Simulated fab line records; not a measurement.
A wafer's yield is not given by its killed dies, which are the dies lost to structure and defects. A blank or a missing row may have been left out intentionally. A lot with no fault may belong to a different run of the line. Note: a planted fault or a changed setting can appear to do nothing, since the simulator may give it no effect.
Split-lot experiment / flow n5_finfet / 21 wafers read from 7 lots, route of 1938 steps

== ON THE SPLIT ==
At N5_BEOL_M14_COAT_04 (resist thk 800 nm), the setting spin_rpm was moved away from the recipe's 1704 rpm on 6 of the 21 wafers read, by -9.7% to +5.6%. All remaining wafers had this setting at the recipe value.

The split's own step is where the reading is taken.

== THE READING ==
coat_of_BEOL_M14_COAT_04.thk_nm (the simulator's own value, which no gauge read), in nm, at N5_BEOL_M14_COAT_04 (resist thk 800 nm). The file does not state a usual value for it. Average 801.1 nm, standard deviation 2.6 nm, over the 15 wafers here run with the recipe.

wafer=L075.3; tool, chamber at the split=litho_track-05, 0; spin_rpm as run, rpm=1704; against the recipe=recipe; coat_of_BEOL_M14_COAT_04.thk_nm, nm=800; against lot-mates on the recipe=-
wafer=L075.5; tool, chamber at the split=litho_track-05, 0; spin_rpm as run, rpm=1704; against the recipe=recipe; coat_of_BEOL_M14_COAT_04.thk_nm, nm=798.2; against lot-mates on the recipe=-
wafer=L075.6; tool, chamber at the split=litho_track-05, 0; spin_rpm as run, rpm=1704; against the recipe=recipe; coat_of_BEOL_M14_COAT_04.thk_nm, nm=799.2; against lot-mates on the recipe=-
wafer=L080.1; tool, chamber at the split=litho_track-05, 0; spin_rpm as run, rpm=1704; against the recipe=recipe; coat_of_BEOL_M14_COAT_04.thk_nm, nm=801.8; against lot-mates on the recipe=-
wafer=L080.2; tool, chamber at the split=litho_track-05, 0; spin_rpm as run, rpm=1704; against the recipe=recipe; coat_of_BEOL_M14_COAT_04.thk_nm, nm=798.2; against lot-mates on the recipe=-
wafer=L080.4; tool, chamber at the split=litho_track-05, 0; spin_rpm as run, rpm=1704; against the recipe=recipe; coat_of_BEOL_M14_COAT_04.thk_nm, nm=795.8; against lot-mates on the recipe=-
wafer=L081.1; tool, chamber at the split=litho_track-02, 0; spin_rpm as run, rpm=1704; against the recipe=recipe; coat_of_BEOL_M14_COAT_04.thk_nm, nm=801; against lot-mates on the recipe=-
wafer=L081.6; tool, chamber at the split=litho_track-02, 0; spin_rpm as run, rpm=1704; against the recipe=recipe; coat_of_BEOL_M14_COAT_04.thk_nm, nm=801; against lot-mates on the recipe=-
wafer=L081.4; tool, chamber at the split=litho_track-02, 0; spin_rpm as run, rpm=1582; against the recipe=-7.2%; coat_of_BEOL_M14_COAT_04.thk_nm, nm=833.2; against lot-mates on the recipe=+32.2
wafer=L087.1; tool, chamber at the split=litho_track-02, 0; spin_rpm as run, rpm=1768; against the recipe=+3.8%; coat_of_BEOL_M14_COAT_04.thk_nm, nm=787.6; against lot-mates on the recipe=-11.8
wafer=L087.3; tool, chamber at the split=litho_track-02, 0; spin_rpm as run, rpm=1704; against the recipe=recipe; coat_of_BEOL_M14_COAT_04.thk_nm, nm=799.4; against lot-mates on the recipe=-
wafer=L087.4; tool, chamber at the split=litho_track-02, 0; spin_rpm as run, rpm=1768; against the recipe=+3.8%; coat_of_BEOL_M14_COAT_04.thk_nm, nm=785.6; against lot-mates on the recipe=-13.8
wafer=L089.2; tool, chamber at the split=litho_track-02, 0; spin_rpm as run, rpm=1800; against the recipe=+5.6%; coat_of_BEOL_M14_COAT_04.thk_nm, nm=781.6; against lot-mates on the recipe=-22.8
wafer=L089.4; tool, chamber at the split=litho_track-02, 0; spin_rpm as run, rpm=1704; against the recipe=recipe; coat_of_BEOL_M14_COAT_04.thk_nm, nm=804; against lot-mates on the recipe=-
wafer=L089.5; tool, chamber at the split=litho_track-02, 0; spin_rpm as run, rpm=1704; against the recipe=recipe; coat_of_BEOL_M14_COAT_04.thk_nm, nm=804.8; against lot-mates on the recipe=-
wafer=L090.1; tool, chamber at the split=litho_track-05, 0; spin_rpm as run, rpm=1704; against the recipe=recipe; coat_of_BEOL_M14_COAT_04.thk_nm, nm=804.2; against lot-mates on the recipe=-
wafer=L090.2; tool, chamber at the split=litho_track-05, 0; spin_rpm as run, rpm=1538; against the recipe=-9.7%; coat_of_BEOL_M14_COAT_04.thk_nm, nm=846.8; against lot-mates on the recipe=+43.0
wafer=L090.5; tool, chamber at the split=litho_track-05, 0; spin_rpm as run, rpm=1704; against the recipe=recipe; coat_of_BEOL_M14_COAT_04.thk_nm, nm=803.4; against lot-mates on the recipe=-
wafer=L094.1; tool, chamber at the split=litho_track-05, 0; spin_rpm as run, rpm=1631; against the recipe=-4.3%; coat_of_BEOL_M14_COAT_04.thk_nm, nm=819.6; against lot-mates on the recipe=+16.7
wafer=L094.5; tool, chamber at the split=litho_track-05, 0; spin_rpm as run, rpm=1704; against the recipe=recipe; coat_of_BEOL_M14_COAT_04.thk_nm, nm=804.6; against lot-mates on the recipe=-
wafer=L094.6; tool, chamber at the split=litho_track-05, 0; spin_rpm as run, rpm=1704; against the recipe=recipe; coat_of_BEOL_M14_COAT_04.thk_nm, nm=801.2; against lot-mates on the recipe=-

THE FIT
A straight line over all 21 wafers: coat_of_BEOL_M14_COAT_04.thk_nm changes by -4.31 nm for each +1% of spin_rpm; r = -0.98; the points scatter about the line by 2.7 nm.
The same after taking each lot's own level away (the mean of its wafers on the recipe; 21 wafers): -4.2 nm for each +1%; r = -0.99; scatter 1.7 nm.
The reading moves by 41 nm for the largest change in spin_rpm, on that fit.
From 798.60 to 804.40 nm: that is the span of the lots' own levels, equal to 2.2 times the standard deviation above.
Consequently the slope shifts little with the lot-to-lot level, the two slopes agreeing.
Check: +40 nm against its lot-mates is what the line predicts for one of the wafers moved furthest among these (-9.7%) when that wafer is left out of the fit. Against them it came out at +43 nm.

== ADDITIONAL SPLITS CARRIED BY THESE WAFERS ==
These wafers also went through other splits before the reading. Each is held against what the fit with the lots' levels taken away leaves over:
other split on the same wafers=N5_BEOL_M9_HM_DEP_02 target_thk_a; wafers away from the commonest value=8; r with coat_of_BEOL_M14_COAT_04.thk_nm (lot level and that fit taken away)=+0.20
other split on the same wafers=N5_BEOL_M10_ETCH_62 time_s; wafers away from the commonest value=9; r with coat_of_BEOL_M14_COAT_04.thk_nm (lot level and that fit taken away)=-0.11
other split on the same wafers=N5_BEOL_M10_COAT_64 spin_rpm; wafers away from the commonest value=7; r with coat_of_BEOL_M14_COAT_04.thk_nm (lot level and that fit taken away)=+0.13
other split on the same wafers=N5_BEOL_M11_TRENCH_ETCH_37 bias_w; wafers away from the commonest value=10; r with coat_of_BEOL_M14_COAT_04.thk_nm (lot level and that fit taken away)=+0.02
other split on the same wafers=N5_BEOL_M13_COAT_65 spin_rpm; wafers away from the commonest value=8; r with coat_of_BEOL_M14_COAT_04.thk_nm (lot level and that fit taken away)=+0.07
other split on the same wafers=N5_BEOL_M13_EXPOSE_25 dose_mj; wafers away from the commonest value=6; r with coat_of_BEOL_M14_COAT_04.thk_nm (lot level and that fit taken away)=-0.15

== FILE'S OWN FIT ==
coat_of_BEOL_M14_COAT_04.thk_nm changes by -4.27 nm for each +1% of spin_rpm, r = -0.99.
